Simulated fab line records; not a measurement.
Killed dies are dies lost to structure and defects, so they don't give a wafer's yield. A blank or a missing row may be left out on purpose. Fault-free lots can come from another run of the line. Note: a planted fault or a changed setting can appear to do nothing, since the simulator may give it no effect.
Matching of chambers | flow nand-harc | cmp-04 running NHARC_A_CHANNEL_FILL_D1_CMP_10: 4 sister chambers
The step polishes, target thk 150 nm. 30 wafers are shown with their chamber, then 12 later ones without.

== WAFERS WITH THEIR CHAMBER ==
wafer  | chamber | motor-current-A (A) | time-to-endpoint-s (s)
L074.1 | 3       | 11.6                | 13.8
L074.2 | 1       | 12.5                | 13.0
L074.3 | 0       | 13.0                | 12.2
L078.1 | 2       | 12.3                | 16.8
L078.2 | 1       | 12.8                | 14.9
L078.3 | 0       | 14.2                | 13.0
L079.1 | 3       | 12.1                | 14.6
L079.2 | 2       | 12.1                | 14.6
L079.3 | 1       | 12.9                | 11.9
L081.1 | 1       | 13.7                | 12.0
L081.3 | 0       | 12.9                | 11.4
L081.5 | 1       | 13.2                | 10.3
L083.3 | 2       | 11.9                | 17.2
L083.4 | 1       | 12.7                | 15.2
L083.5 | 2       | 12.3                | 15.1
L083.1 | 0       | 14.0                | 14.0
L083.2 | 3       | 11.9                | 15.1
L083.6 | 3       | 12.4                | 17.2
L085.1 | 3       | 12.3                | 18.1
L085.4 | 0       | 13.5                | 16.5
L085.5 | 2       | 12.7                | 18.4
L089.1 | 3       | 12.1                | 18.5
L089.2 | 0       | 13.6                | 18.5
L089.6 | 1       | 12.6                | 17.2
L093.1 | 2       | 12.6                | 14.6
L093.3 | 1       | 12.1                | 11.8
L093.4 | 0       | 13.8                | 12.8
L092.2 | 2       | 11.7                | 16.0
L092.3 | 3       | 11.9                | 18.3
L092.4 | 1       | 12.1                | 13.7

SIGNATURES, as means of the wafers listed above
reading            | chamber 0 | chamber 1 | chamber 2 | chamber 3 | scatter within a chamber
motor-current-A    | 13.571    | 12.733    | 12.229    | 12.043    | 0.425
time-to-endpoint-s | 14.057    | 13.333    | 16.100    | 16.514    | 2.07
Rule: a wafer lies at a distance from a chamber equal to the root of the sum of squares, over the readings, of (its reading less the chamber's mean, divided by the reading's scatter). If the next closest chamber is less than 2 further off than the closest, the wafer can't be placed; otherwise it belongs to the closest. How the scatter is found: for the shown wafers, subtract from each reading the mean of its chamber, square and add these, divide the total by (wafers less chambers), then take the root.

== WAFERS MISSING THEIR CHAMBER ==
wafer  | motor-current-A (A) | time-to-endpoint-s (s)
L095.1 | 13.7                | 14.2
L095.2 | 11.9                | 16.7
L095.5 | 13.7                | 18.7
L095.3 | 12.9                | 14.0
L095.4 | 12.6                | 17.4
L095.6 | 11.7                | 15.3
L094.1 | 12.8                | 15.2
L094.3 | 13.4                | 15.2
L094.6 | 12.8                | 12.7
L094.2 | 12.9                | 15.1
L094.4 | 11.2                | 14.8
L094.5 | 13.5                | 16.3

== CHAMBER TAKEN BY EACH ==
wafer  | from the rows above               | in truth
L095.1 | 0                                 | 0
L095.2 | can't be placed: 3 or 2           | 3
L095.5 | can't be placed: 0 or 1 or 2 or 3 | 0
L095.3 | can't be placed: 1 or 0 or 2 or 3 | 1
L095.4 | can't be placed: 2 or 3 or 1 or 0 | 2
L095.6 | can't be placed: 3 or 2 or 1      | 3
L094.1 | can't be placed: 1 or 2 or 3 or 0 | 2
L094.3 | can't be placed: 0 or 1           | 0
L094.6 | can't be placed: 1 or 0 or 2      | 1
L094.2 | can't be placed: 1 or 2 or 0 or 3 | 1
L094.4 | can't be placed: 3 or 2 or 1      | 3
L094.5 | can't be placed: 0 or 1 or 2      | 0
Correct placement for 1 of the 12. Not placeable from these rows: 11 (in 11, the candidates include the true chamber). 0 placed wrongly.
